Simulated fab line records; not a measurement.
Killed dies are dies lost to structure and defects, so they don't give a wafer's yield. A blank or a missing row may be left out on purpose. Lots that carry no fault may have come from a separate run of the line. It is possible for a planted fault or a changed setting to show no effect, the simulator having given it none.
fab line records	flow n5-finfet
[record] lots = 7	wafers = 39
route steps=1938 shown BEOL_M12@1602 MIM_TOP_ETCH@1851 PASSIVATION@1930
start-h: hours from the record's first day to the start of the lot's first wafer shown	wait-h: how many hours have passed since the lot's step before this one	" the same as in the row above	L1.1+2: several wafers, shown together as one row	- either no value or no given start	* or withheld: withheld	< > ~ a bound
route shown NAME@n: names a module that has steps shown in the file, with the first one's number in the route	usual: the fault-free wafers' mean and standard deviation	same: alike in all rows	chamber/n: place in a boat	sites: the reading at each site	_std_site: how widely they spread, as a standard deviation	_edge_site: inner sites' mean taken away from outer sites' mean	radius-mm: how far each site lies from the wafer's centre	mask NAME#n: copy n	behind: the most recent tool/chamber to have shaped the wafer	hold: what put the lot on hold/how long, in hours/how the hold closed	device: which transistor (n, p or np) failed to switch	end of line: tests of these same wafers at the route's end	for a step that has no rows: nothing shown but its recipe	killed: not the wafer's yield, but the dies lost to structure and defects at the first sort	map: per-die view of a wafer (x killed, . not killed, _ where there is no die)
set.NAME: setting as actually run; set.NAME@STEP: the setting as run at that earlier step	model.NAME: the simulator's own value behind a step, which no gauge read
lots run with intentionally changed settings; tables by step, rows by wafer
[[steps]]
[step N5_BEOL_M12_ILD_DEP_00]
[recipe] material = SiOC	target-thk-a = 6589.2	temp-c = 350	precursor = DEMS/O2	pressure-torr = 5	rf-w = 500	time-s = 130.7
lot.wafer	tool	chamber	start-h	wait-h	set.target-thk-a	model.SiOC_of_BEOL_M12_ILD_DEP_00.thk-nm
L079.1	pecvd-01	2	278.39	0.0	6589.2	650.4
L079.2	"	0	"	"	6589.2	665
L079.3	"	0	"	"	6589.2	667
L079.4	"	2	"	"	6589.2	662
L079.5	"	2	"	"	6589.2	660.4
L079.6	"	0	"	"	6589.2	673
L082.1	pecvd-01	0	320.87	0.0	6589.2	662.2
L082.2	"	2	"	"	6589.2	662.6
L082.3	"	1	"	"	6589.2	663
L082.4	"	1	"	"	4458	452.4
L082.5	"	2	"	"	4458	453.2
L082.6	"	0	"	"	4458	454
L085.1	pecvd-02	2	329.18	0.0	6589.2	645.4
L085.2	"	0	"	"	6589.2	656.4
L085.3	"	1	"	"	10440	1038
L085.4	"	0	"	"	10440	1051
L085.5	"	1	"	"	6589.2	668.2
L085.6	"	2	"	"	10440	1048
L091.1	pecvd-03	2	357.54	0.0	7976	799.2
L091.2	"	1	"	"	6589.2	659.2
L091.3	"	0	"	"	6589.2	665.2
L091.4	"	1	"	"	7976	806.6
L091.5	"	0	"	"	7976	804.4
L091.6	"	2	"	"	6589.2	667.4
L093.2	pecvd-03	0	364.33	0.0	6589.2	653
L093.4	"	0	"	"	6589.2	661.8
L093.6	"	2	"	"	6589.2	658
L094.1	pecvd-03	0	368.00	0.0	6589.2	648.2
L094.2	"	1	"	"	6589.2	648.4
L094.3	"	2	"	"	4534	451.2
L094.4	"	1	"	"	6589.2	657.2
L094.5	"	2	"	"	4534	448.8
L094.6	"	0	"	"	4534	452
L095.1	pecvd-02	0	375.00	0.0	10020	984.6
L095.2	"	1	"	"	6589.2	661.4
L095.3	"	2	"	"	10020	993.2
L095.4	"	0	"	"	6589.2	668.6
L095.5	"	1	"	"	6589.2	666.4
L095.6	"	2	"	"	10020	1003
[step N5_BEOL_M12_THK_MEAS_01]
[recipe] reads = SiOC_of_BEOL_M12_ILD_DEP_00
[usual] M12_ILD_THK = 659/8.1
lot.wafer	tool	chamber	start-h	wait-h	set.target-thk-a@BEOL_M12_ILD_DEP_00	M12_ILD_THK[nm]
L079.1	film-metro-02	-	278.57	0.1	6589.2	650
L079.2	"	-	"	"	6589.2	665
L079.3	"	-	"	"	6589.2	667
L079.4	"	-	"	"	6589.2	663
L079.5	"	-	"	"	6589.2	661
L079.6	"	-	"	"	6589.2	673
L082.1	film-metro-02	-	321.00	0.1	6589.2	663
L082.2	"	-	"	"	6589.2	663
L082.3	"	-	"	"	6589.2	663
L082.4	"	-	"	"	4458	452
L082.5	"	-	"	"	4458	453
L082.6	"	-	"	"	4458	454
L085.1	film-metro-02	-	329.31	0.1	6589.2	646
L085.2	"	-	"	"	6589.2	657
L085.3	"	-	"	"	10440	1038
L085.4	"	-	"	"	10440	1050
L085.5	"	-	"	"	6589.2	668
L085.6	"	-	"	"	10440	1048
L091.1	film-metro-01	-	357.67	0.1	7976	800
L091.2	"	-	"	"	6589.2	660
L091.3	"	-	"	"	6589.2	665
L091.4	"	-	"	"	7976	807
L091.5	"	-	"	"	7976	804
L091.6	"	-	"	"	6589.2	667
L093.2	film-metro-01	-	364.47	0.1	6589.2	653
L093.4	"	-	"	"	6589.2	662
L093.6	"	-	"	"	6589.2	658
L094.1	film-metro-02	-	368.13	0.1	6589.2	648
L094.2	"	-	"	"	6589.2	649
L094.3	"	-	"	"	4534	451
L094.4	"	-	"	"	6589.2	657
L094.5	"	-	"	"	4534	449
L094.6	"	-	"	"	4534	452
L095.1	film-metro-01	-	375.13	0.1	10020	985
L095.2	"	-	"	"	6589.2	661
L095.3	"	-	"	"	10020	993
L095.4	"	-	"	"	6589.2	669
L095.5	"	-	"	"	6589.2	666
L095.6	"	-	"	"	10020	1004
[step N5_BEOL_M12_COAT_58]
[recipe] resist = BARC	temp-c = 205	time-s = 60	spin-rpm = 1500	resist-thk-nm = 89
[step N5_BEOL_M12_COAT_04]
[recipe] spin-rpm = 1625	resist-thk-nm = 400
[step N5_BEOL_M12_DESCUM_15]
[recipe] chemistry = O2	time-s = 7.9	source-power-w = 50	bias-power-w = 20	pressure-mtorr = 20	rf-frequency-hz = 2.712e+07	temp-c = 40	o2-flow-sccm = 225
[step N5_BEOL_M12_ETCH_59]
[recipe] chemistry = N2/H2	target = BARC	target-depth-a = 890	overetch-a = 267	time-s = 67.9	ion-energy-ev = 200	pressure-mtorr = 30	source-w = 840	bias-w = 150	n2-flow-sccm = 200	h2-flow-sccm = 200
[step N5_BEOL_M12_VIA_ETCH_16]
[recipe] chemistry = C4F8/O2/Ar	target = SiOC	pressure-mtorr = 30	source-w = 3000	bias-w = 700	Ar_flow_sccm = 400	C4F8_flow_sccm = 15	O2_flow_sccm = 8	he-inner-torr = 15	he-outer-torr = 30	target-depth-a = 7248	time-s = withheld	ion-energy-ev = 250	ends = cleared
lot.wafer	tool	chamber	start-h	wait-h	set.target-thk-a@BEOL_M12_ILD_DEP_00	model.etch.depth-nm	model.coat_of_BEOL_M12_COAT_04.thk-nm
L079.1	rie-diel-06	1	279.29	0.0	6589.2	650.5	125.8
L079.2	"	2	"	"	6589.2	665	121.8
L079.3	"	0	"	"	6589.2	667	123
L079.4	"	3	"	"	6589.2	662.1	121.2
L079.5	"	2	"	"	6589.2	660.4	123
L079.6	"	3	"	"	6589.2	673	120
L082.1	rie-diel-01	0	321.87	0.0	6589.2	662.3	123.2
L082.2	"	3	"	"	6589.2	662.7	122.8
L082.3	"	1	"	"	6589.2	663	120.8
L082.4	"	0	"	"	4458	452.4	187.6
L082.5	"	3	"	"	4458	453.1	184.4
L082.6	"	1	"	"	4458	453.9	182.2
L085.1	rie-diel-03	2	329.79	0.0	6589.2	645.4	126.4
L085.2	"	3	"	"	6589.2	656.5	125.6
L085.3	"	0	"	"	10440	1038	13.2
L085.4	"	1	"	"	10440	1051	4.6
L085.5	"	2	"	"	6589.2	668.2	118.8
L085.6	"	1	"	"	10440	1048	6
L091.1	rie-diel-06	1	358.36	0.0	7976	799.2	82.4
L091.2	"	2	"	"	6589.2	659.1	124.2
L091.3	"	3	"	"	6589.2	665.2	122.6
L091.4	"	0	"	"	7976	806.5	82.2
L091.5	"	1	"	"	7976	804.4	81.2
L091.6	"	0	"	"	6589.2	667.4	123.6
L093.2	rie-diel-03	2	364.98	0.0	6589.2	652.9	127.6
L093.4	"	3	"	"	6589.2	661.9	127.8
L093.6	"	3	"	"	6589.2	658	128.4
L094.1	rie-diel-01	2	368.79	0.0	6589.2	648.1	128
L094.2	"	0	"	"	6589.2	648.3	127.6
L094.3	"	3	"	"	4534	451.1	186.4
L094.4	"	1	"	"	6589.2	657.2	121.6
L094.5	"	2	"	"	4534	448.9	184.6
L094.6	"	1	"	"	4534	452	181.6
L095.1	rie-diel-03	2	375.61	0.0	10020	984.5	27.4
L095.2	"	3	"	"	6589.2	661.4	125.4
L095.3	"	1	"	"	10020	993.2	22
L095.4	"	3	"	"	6589.2	668.5	123.2
L095.5	"	2	"	"	6589.2	666.4	123
L095.6	"	1	"	"	10020	1003	19.4
[step N5_BEOL_M12_STRIP_63]
[recipe] chemistry = N2/H2	power-w = 1000	temp-c = 250	h2-frac = 0.65	overash-fraction = 0.3	pressure-mtorr = 1000	n2-flow-sccm = 1750	h2-flow-sccm = 3250
[usual] strip-time-to-endpoint-s = 42.8/0.78
lot.wafer	tool	chamber	start-h	wait-h	set.target-thk-a@BEOL_M12_ILD_DEP_00	strip-time-to-endpoint-s
L079.1	plasma-asher-01	1	279.49	-	6589.2	43.2
L079.2	"	0	"	"	6589.2	42.1
L079.3	"	1	"	"	6589.2	42.5
L079.4	"	0	"	"	6589.2	42.0
L079.5	"	0	"	"	6589.2	42.5
L079.6	"	1	"	"	6589.2	41.7
L082.1	plasma-asher-01	0	322.07	-	6589.2	42.6
L082.2	"	1	"	"	6589.2	42.5
L082.3	"	0	"	"	6589.2	41.9
L082.4	"	1	"	"	4458	59.4
L082.5	"	0	"	"	4458	58.6
L082.6	"	1	"	"	4458	58.1
L085.1	plasma-asher-01	1	329.99	-	6589.2	43.4
L085.2	"	0	"	"	6589.2	43.2
L085.3	"	1	"	"	10440	8.9
L085.4	"	0	"	"	10440	5.3
L085.5	"	0	"	"	6589.2	41.4
L085.6	"	1	"	"	10440	6.0
L091.1	plasma-asher-01	0	358.56	-	7976	31.2
L091.2	"	1	"	"	6589.2	42.8
L091.3	"	1	"	"	6589.2	42.4
L091.4	"	0	"	"	7976	31.2
L091.5	"	1	"	"	7976	31.0
L091.6	"	0	"	"	6589.2	42.7
L093.2	plasma-asher-01	1	365.18	-	6589.2	43.7
L093.4	"	0	"	"	6589.2	43.8
L093.6	"	0	"	"	6589.2	43.9
L094.1	plasma-asher-02	0	368.99	-	6589.2	43.8
L094.2	"	1	"	"	6589.2	43.7
L094.3	"	0	"	"	4534	59.1
L094.4	"	1	"	"	6589.2	42.1
L094.5	"	0	"	"	4534	58.7
L094.6	"	1	"	"	4534	57.9
L095.1	plasma-asher-01	1	375.81	-	10020	14.1
L095.2	"	0	"	"	6589.2	43.1
L095.3	"	0	"	"	10020	12.2
L095.4	"	1	"	"	6589.2	42.5
L095.5	"	1	"	"	6589.2	42.5
L095.6	"	0	"	"	10020	11.3
[step N5_MIM_TOP_ETCH_ETCH_00]
[recipe] chemistry = Cl2/BCl3	target = TiN	target-depth-a = 385	ion-energy-ev = 150	pressure-mtorr = 10	icp-w = 1000	bias-w = 126	Cl2_flow_sccm = 53.25	bcl3-flow-sccm = 21.75	Ar_flow_sccm = 25
lot.wafer	tool	chamber	start-h	wait-h	set.target-depth-a	model.etch.depth-nm	model.MIM_TOP_ETCH.feature-depth-nm
L079.1	rie-metal-03	0	307.07	0.1	385	39.63	39.6
L079.2	"	1	"	"	239.8	24.16	24.2
L079.3	"	1	"	"	385	38.45	38.4
L079.4	"	0	"	"	385	39.94	40
L079.5	"	0	"	"	239.8	24.67	24.6
L079.6	"	1	"	"	239.8	24.11	24.2
L082.1	rie-metal-02	1	347.50	0.1	385	39.84	39.8
L082.2	"	0	"	"	565.3	57.6	57.6
L082.3	"	0	"	"	385	39.1	39
L082.4	"	1	"	"	565.3	58.54	58.6
L082.5	"	1	"	"	565.3	58.45	58.4
L082.6	"	0	"	"	385	38.83	38.8
L085.1	rie-metal-01	0	356.08	0.1	471.7	47.57	47.6
L085.2	"	1	"	"	385	38.75	38.8
L085.3	"	1	"	"	385	38.81	38.8
L085.4	"	0	"	"	471.7	47.6	47.6
L085.5	"	1	"	"	385	38.84	38.8
L085.6	"	0	"	"	471.7	47.69	47.6
L091.1	rie-metal-01	0	383.32	0.1	385	39.69	39.6
L091.2	"	1	"	"	598.8	61.25	61.2
L091.3	"	1	"	"	385	39.31	39.4
L091.4	"	0	"	"	598.8	61.69	61.6
L091.5	"	1	"	"	385	39.19	39.2
L091.6	"	0	"	"	598.8	61.07	61
L093.2	rie-metal-02	1	392.22	0.2	385	39.45	39.4
L093.4	"	0	"	"	385	39.19	39.2
L093.6	"	1	"	"	385	39.32	39.4
L094.1	rie-metal-02	0	395.25	0.1	385	39.38	39.4
L094.2	"	1	"	"	553.5	56.43	56.4
L094.3	"	1	"	"	553.5	56.52	56.6
L094.4	"	0	"	"	553.5	56.47	56.4
L094.5	"	0	"	"	385	38.67	38.6
L094.6	"	1	"	"	385	39.16	39.2
L095.1	rie-metal-02	1	408.08	0.1	385	39.72	39.8
L095.2	"	0	"	"	385	39.41	39.4
L095.3	"	1	"	"	385	39.55	39.6
L095.4	"	0	"	"	285	29.29	29.2
L095.5	"	1	"	"	285	29.46	29.4
L095.6	"	0	"	"	285	28.88	28.8
[step N5_PASSIVATION_ETCH_54]
[recipe] chemistry = CHF3/O2	target = SiO2	target-depth-a = 8800	CHF3_flow_sccm = 50	O2_flow_sccm = 5	Ar_flow_sccm = 200	time-s = 440	mask-material = PR	pressure-mtorr = 30	source-w = 650	bias-w = 170	ion-energy-ev = 200
lot.wafer	tool	chamber	start-h	wait-h	set.target-depth-a	model.PASSIVATION.feature-depth-nm	model.etch.depth-nm
L079.1	rie-diel-06	2	314.04	0.1	8800	874.8	874.8
L079.2	"	1	"	"	8800	883.6	883.6
L079.3	"	3	"	"	8800	879	879
L079.4	"	0	"	"	8800	861.4	861.3
L079.5	"	2	"	"	8800	891	891
L079.6	"	1	"	"	8800	884.8	884.8
L082.1	rie-diel-06	0	354.06	0.1	8800	869	869
L082.2	"	1	"	"	8800	876.6	876.5
L082.3	"	2	"	"	4206	421	421
L082.4	"	3	"	"	4206	420.2	420.1
L082.5	"	0	"	"	4206	413.2	413.1
L082.6	"	1	"	"	8800	880	880
L085.1	rie-diel-06	0	362.20	0.1	8800	867.2	867.3
L085.2	"	3	"	"	8800	877.4	877.4
L085.3	"	2	"	"	8800	885.4	885.5
L085.4	"	1	"	"	10820	1076	1076
L085.5	"	0	"	"	10820	1063	1063
L085.6	"	1	"	"	10820	1084	1084
L091.1	rie-diel-01	3	394.17	0.1	4914	480.2	480.2
L091.2	"	1	"	"	4914	497.8	497.8
L091.3	"	0	"	"	4914	493.6	493.5
L091.4	"	2	"	"	8800	860.4	860.5
L091.5	"	0	"	"	8800	883.6	883.7
L091.6	"	1	"	"	8800	889.4	889.3
L093.2	rie-diel-03	0	402.80	0.1	8800	887.8	887.8
L093.4	"	3	"	"	8800	846	845.9
L093.6	"	3	"	"	8800	838	838
L094.1	rie-diel-03	2	403.50	0.1	8800	870.6	870.5
L094.2	"	1	"	"	8800	898.6	898.6
L094.3	"	3	"	"	10340	979.8	979.8
L094.4	"	0	"	"	10340	1041	1041
L094.5	"	0	"	"	8800	884.6	884.6
L094.6	"	1	"	"	10340	1056	1056
L095.1	rie-diel-06	3	414.75	0.1	3792	377.4	377.4
L095.2	"	0	"	"	8800	865.8	865.8
L095.3	"	1	"	"	3792	381.2	381.2
L095.4	"	2	"	"	8800	888.4	888.4
L095.5	"	2	"	"	3792	380.4	380.3
L095.6	"	3	"	"	8800	876.4	876.4
[[key]]
[split] step = N5_BEOL_M12_ILD_DEP_00	setting = target-thk-a	stated = 6589.2	by = wafer
[response] step = N5_BEOL_M12_ILD_DEP_00	reading = model.SiOC_of_BEOL_M12_ILD_DEP_00.thk-nm	change = +6.5	per = 1%	r = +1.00
[response] step = N5_BEOL_M12_THK_MEAS_01	reading = M12_ILD_THK	change = +6.49	per = 1%	r = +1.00
[response] step = N5_BEOL_M12_VIA_ETCH_16	reading = model.etch.depth-nm	change = +6.5	per = 1%	r = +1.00
[response] step = N5_BEOL_M12_VIA_ETCH_16	reading = model.coat_of_BEOL_M12_COAT_04.thk-nm	change = -1.95	per = 1%	r = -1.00
[response] step = N5_BEOL_M12_STRIP_63	reading = strip-time-to-endpoint-s	change = *	per = 1%	r = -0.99
[split] step = N5_MIM_TOP_ETCH_ETCH_00	setting = target-depth-a	stated = 385	by = wafer
[response] step = N5_MIM_TOP_ETCH_ETCH_00	reading = model.etch.depth-nm	change = +0.398	per = 1%	r = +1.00
[response] step = N5_MIM_TOP_ETCH_ETCH_00	reading = model.MIM_TOP_ETCH.feature-depth-nm	change = +0.398	per = 1%	r = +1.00
[split] step = N5_PASSIVATION_ETCH_54	setting = target-depth-a	stated = 8800	by = wafer
[response] step = N5_PASSIVATION_ETCH_54	reading = model.PASSIVATION.feature-depth-nm	change = +8.72	per = 1%	r = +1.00
[response] step = N5_PASSIVATION_ETCH_54	reading = model.etch.depth-nm	change = +8.72	per = 1%	r = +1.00
